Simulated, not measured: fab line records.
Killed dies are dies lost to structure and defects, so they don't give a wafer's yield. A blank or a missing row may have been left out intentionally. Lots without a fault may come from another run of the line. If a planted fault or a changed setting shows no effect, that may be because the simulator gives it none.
fab line records    flow nandHarc
record: lots: 5  wafers: 14  lastDay: 32
route steps=1302 shown A_CHANNEL_FILL_D2@621 END@1302
lots that met no fault: from a run of the same line without faults
startH: hours from the record's opening day to when the first of the lot's shown wafers began    waitH: time in hours since the lot's previous step    " as in the row above    L1.1+2: several wafers, shown together as one row    - no value, or no start was given    * or withheld: withheld    < > ~ a bound
route shown NAME@n: a module of which the file shows steps, and the number in the route of the first    usual: mean/standard deviation of fault-free wafers    same: alike in all rows    chamber/n: place in a boat    sites: readings site by site    _std_site: their standard deviation    _edge_site: inner sites' mean taken away from outer sites' mean    radiusMm: how far each site lies from the wafer's centre    mask NAME#n: copy n    behind: tool/chamber where the wafer was last shaped    hold: why the lot was held/for how many hours/how that ended    device: which transistor (n, p or np) failed to switch    end of line: the same wafers' tests at the end of the route    a step without rows: its recipe alone    killed: at the first sort, the dies lost to defects and structure; wafer yield is something else    map: a wafer's dies, marking killed ones x, the rest . and places with no die _
set.NAME: setting as actually run; set.NAME@STEP: the setting as run at that earlier step    model.NAME: the simulator's own value behind a step, which no gauge read
certain route steps with their lots: each step a table, each wafer a row
services: the hour from which a tool's chamber was out of use, counted from the record's first day as startH (under 0 if before that day), plus the number of hours and why
== steps ==
step: NHARC_A_CHANNEL_FILL_D2_STRIP_28
recipe: timeS: 20  o2FlowSccm: 500  arFlowSccm: 0  biasW: 0  chemistry: O2
usual: drypumpMotorCurrentA: 5.7/0.45  oesProductAu: 1.001/0.01  rfVppV: 57.8/0.91  showerheadPlenumPTorr: 3.54/0.15  throttleValvePct: 17.036/0.0087
lot.wafer  tool        chamber  startH  waitH  drypumpMotorCurrentA  oesProductAu  rfHoursCounterH  rfVppV  showerheadPlenumPTorr  throttleValvePct
L296.4     rieDiel-06  2        352.38  0.1    5.6                   0.997         1                57.4    3.71                   17.044
L296.2     "           1        "       "      4.7                   0.990         1                58.1    3.54                   17.029
L296.5     "           3        "       "      6.3                   1.000         -                57.8    3.50                   17.036
L295.1     rieDiel-02  0        356.27  0.1    5.1                   1.006         4                57.8    3.60                   17.034
L295.5     "           2        "       "      5.6                   1.006         -                58.4    3.75                   17.033
L295.6     "           3        "       "      6.2                   1.014         -                57.2    3.57                   17.032
L305.2     rieDiel-02  1        448.22  0.1    5.8                   0.996         2                58.9    3.53                   17.035
L305.4     "           3        "       "      6.2                   1.007         2                56.8    3.57                   17.040
L314.2     rieDiel-02  2        535.89  0.1    5.6                   0.996         4                58.2    3.74                   17.032
L314.1     "           3        "       "      6.2                   0.993         4                57.4    3.57                   17.039
L314.5     "           3        "       "      6.2                   0.998         -                57.4    3.57                   17.037
L313.5     rieDiel-06  3        535.92  0.1    6.2                   1.001         -                56.8    3.49                   17.040
L313.4     "           0        "       "      5.6                   0.991         -                57.2    3.30                   17.029
L313.6     "           2        "       "      5.7                   0.995         -                58.3    3.71                   17.029
step: NHARC_A_CHANNEL_FILL_D2_PRECLEAN_21
recipe: timeS: 30  chemistry: dHF
step: NHARC_A_CHANNEL_FILL_D2_SRD_23
step: NHARC_A_CHANNEL_FILL_D2_CVD_05
recipe: targetThkA: 50  tempC: 550  material: poly-Si
step: NHARC_A_CHANNEL_FILL_D2_ANNEAL_22
recipe: tempC: 620  timeS: 7200
step: NHARC_A_CHANNEL_FILL_D2_ALD_25
recipe: targetThkA: 600  pulseTimeS: 10  aldCycles: 600  tempC: 300  material: SiOx
usual: heaterPowerOuterW: 256/37  heaterPowerW: 456/58  precursorPulseHeightRel: 0.999/0.021
lot.wafer  tool      chamber  startH  waitH  heaterPowerOuterW  heaterPowerW  precursorPulseHeightRel
L295.1     aldHk-03  3        366.81  0.7    283                515           1.007
L295.5     "         2        368.64  2.5    314                526           0.998
L295.6     "         3        "       "      278                503           1.023
L296.2     aldHk-01  1        366.81  0.7    225                395           1.018
L296.4     "         2        "       "      200                367           0.977
L296.5     "         1        369.24  3.1    221                387           1.014
L305.2     aldHk-02  3        459.98  0.1    228                393           1.014
L305.4     "         0        "       "      221                417           0.978
L314.2     aldHk-01  2        548.99  1.3    188                363           1.028
L314.1     "         3        "       "      220                442           1.007
L314.5     "         1        550.81  3.1    231                393           0.995
L313.4     aldHk-03  0        549.61  1.9    233                426           0.937
L313.5     "         1        "       "      264                446           0.992
L313.6     "         2        "       "      308                522           1.019
step: NHARC_A_CHANNEL_FILL_D2_ETCHBACK_08
recipe: targetDepthA: 2200  timeS: 110  c4f8FlowSccm: 20  arFlowSccm: withheld  rfW: 600  biasW: 300  chemistry: C4F8
usual: oesProductAu: 0.96/0.037  rfVppV: 441.3/2.6
lot.wafer  tool        chamber  startH  waitH  oesProductAu  rfHoursCounterH  rfVppV
L296.2     rieDiel-06  2        -       -      0.94          1.6              444.0
L296.4     "           0        "       "      0.92          1.4              436.3
L296.5     "           2        "       "      0.94          -                444.2
L295.1     rieDiel-02  1        -       -      0.92          4.4              441.3
L295.5     "           2        "       "      0.94          -                445.3
L295.6     "           3        "       "      0.94          -                441.8
L305.4     rieDiel-06  2        -       -      0.93          4.7              443.6
L305.2     "           3        "       "      0.93          4.7              439.3
L314.2     rieDiel-02  2        -       -      0.93          5.0              444.9
L314.1     "           0        "       "      0.93          4.7              441.4
L314.5     "           0        "       "      0.93          -                442.1
L313.4     rieDiel-06  2        -       -      0.93          1.4              443.7
L313.6     "           0        "       "      0.92          -                437.3
L313.5     "           1        "       "      1.00          -                440.8
step: NHARC_A_CHANNEL_FILL_D2_STRIP_29
recipe: timeS: 20  o2FlowSccm: 500  arFlowSccm: 0  biasW: 0  chemistry: O2
usual: drypumpMotorCurrentA: 5.6/0.47  oesProductAu: 0.998/0.0093  rfVppV: 57.9/0.8  showerheadPlenumPTorr: 3.55/0.14  throttleValvePct: 17.036/0.0093
lot.wafer  tool        chamber  startH  waitH  drypumpMotorCurrentA  oesProductAu  rfHoursCounterH  rfVppV  showerheadPlenumPTorr  throttleValvePct
L296.2     rieDiel-06  0        -       -      5.6                   0.980         1.4              58.0    3.30                   17.047
L296.4     "           3        "       "      6.2                   1.001         1.6              57.9    3.50                   17.050
L296.5     "           0        "       "      5.6                   0.991         -                57.2    3.30                   17.030
L295.1     rieDiel-02  2        -       -      5.6                   1.013         5.1              57.5    3.75                   17.034
L295.6     "           3        "       "      6.2                   1.020         -                57.1    3.57                   17.030
L295.5     "           0        "       "      5.0                   1.008         -                56.8    3.60                   17.037
L305.2     rieDiel-06  0        -       -      5.6                   0.985         3.9              57.4    3.30                   17.019
L305.4     "           1        "       "      4.7                   0.985         4.3              59.0    3.54                   17.043
L314.2     rieDiel-02  2        553.45  0.1    5.6                   0.993         5.0              58.5    3.74                   17.033
L314.1     "           0        "       "      5.0                   1.000         4.8              58.0    3.60                   17.029
L314.5     "           1        "       "      5.7                   1.000         -                58.3    3.53                   17.026
L313.4     rieDiel-06  0        -       -      5.6                   0.986         1.4              58.4    3.30                   17.042
L313.6     "           2        "       "      5.6                   0.996         -                57.6    3.71                   17.016
L313.5     "           3        "       "      6.2                   0.996         -                57.3    3.49                   17.041
step: NHARC_A_CHANNEL_FILL_D2_PRECLEAN_30
recipe: timeS: 30  chemistry: dHF
step: NHARC_A_CHANNEL_FILL_D2_SRD_31
step: NHARC_A_CHANNEL_FILL_D2_CVD_09
recipe: targetThkA: 1500  tempC: 620  pressureMtorr: 200  timeS: 3000  material: poly-Si
step: NHARC_A_CHANNEL_FILL_D2_CMP_10
recipe: targetThkNm: 150
usual: motorCurrentA: 12.1/0.9  timeToEndpointS: 14.6/2.1
lot.wafer  tool    chamber  startH  waitH  motorCurrentA  timeToEndpointS
L295.1     cmp-02  0        377.45  0.4    13.0           16.2
L295.5     "       3        "       "      11.6           13.4
L295.6     "       0        "       "      14.0           13.6
L296.4     cmp-03  3        377.45  0.4    11.6           15.8
L296.2     "       1        "       "      12.1           11.9
L296.5     "       3        "       "      11.3           16.2
L305.4     cmp-02  2        471.26  0.4    12.4           7.9
L305.2     "       0        "       "      12.6           9.5
L314.1     cmp-04  3        559.09  0.4    10.8           13.6
L314.2     "       1        "       "      10.9           15.7
L314.5     "       3        "       "      11.1           12.6
L313.4     cmp-02  2        559.12  0.4    13.0           17.1
L313.5     "       0        "       "      13.0           15.3
L313.6     "       1        "       "      12.9           15.7
step: NHARC_END_SORT_01
recipe: tempC: 25
usual: killedAtArray: 53/21  killedAtOther: 1.1/1.5  killedAtPeriphery: 3.9/2.7  killedDies: 58/21  killedOpen: 3.4/1.9  killedShort: 2.3/1.5
same: grossDies: 677
lot.wafer  tool       chamber  startH  waitH  killedAtArray  killedAtOther  killedAtPeriphery  killedDies  killedOpen  killedShort
L305.2     prober-02  0        688.74  2.8    77             0              5                  82          6           4
L305.4     prober-02  0        690.33  3.4    65             1              3                  69          3           4
killed by level:class
L305.2 A_SLIT:chamberFilmFlake=30 A_CHANNEL_HOLE_D2:chamberFilmFlake=23 A_BONDPAD:chamberFilmFlake=6 A_CONTACT:chamberFilmFlake=5 P_M0:geometricParticle:short=2 A_ONON_D1:geometricParticle:open=2 A_WL_FILL:geometricParticle:open=2 P_M2:chamberFilmFlake=2
L305.4 A_SLIT:chamberFilmFlake=29 A_CHANNEL_HOLE_D2:chamberFilmFlake=13 A_CHANNEL_HOLE_D1:chamberFilmFlake=7 A_STAIRCASE:chamberFilmFlake=3 A_WL_FILL:geometricParticle:short=2 P_ZERO_WELL:chamberFilmFlake=2 A_CONTACT:chamberFilmFlake=2 P_M0:geometricParticle:open=1
== services ==
tool        chamber  startH  hours  kind
cmp-02      -        330.53  4.0    pm
aldHk-01    -        341.46  0.7    repair
rieDiel-02  -        343.13  0.4    repair
rieDiel-06  -        354.87  4.6    repair
cmp-03      -        358.79  4.0    pm
rieDiel-06  0        386.58  8.9    repair
cmp-03      -        389.90  15.5   repair
rieDiel-02  -        393.82  9.0    pm
cmp-04      -        405.00  4.0    pm
cmp-03      -        410.08  1.7    repair
cmp-04      -        410.94  2.7    repair
cmp-03      -        412.41  1.2    repair
cmp-02      -        414.45  0.6    repair
cmp-02      -        428.53  4.0    pm
rieDiel-06  1        429.79  7.0    repair
rieDiel-02  1        430.80  4.5    repair
aldHk-01    -        474.15  10.0   pm
rieDiel-06  0        475.36  7.9    repair
rieDiel-06  -        484.20  9.0    pm
rieDiel-06  1        503.32  3.4    repair
cmp-02      -        526.53  4.0    pm
rieDiel-02  0        532.83  4.0    repair
rieDiel-06  1        533.15  6.4    repair
rieDiel-02  3        549.11  5.0    repair
== key ==
firstSign: step: NHARC_A_CHANNEL_FILL_D2_CMP_10  reading: timeToEndpointS  direction: down  sigmas: 2.7  usual: *  struck: *
effect none on later readings
metAt NHARC_A_CHANNEL_FILL_D2_CMP_10
struckWafers L305.2,L305.4
testerLeftOut L305
onsetBetween 377.45 471.26
fault: kind: processParameterDrift  tool: cmp-02  chamber: -  onsetH: 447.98  steps: NHARC_A_CHANNEL_FILL_D2_CMP_10  channel: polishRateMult  offset: 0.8  shape: step  endH: 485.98  scope: struckWafersOnly
testerLeftOut: of these lots the tester's yield and bins aren't shown, on N5 and GAA mostly nor the transistor test; their killed dies are dies lost to structure and defects alone, not to doping, threshold or leakage, so they don't give the yield
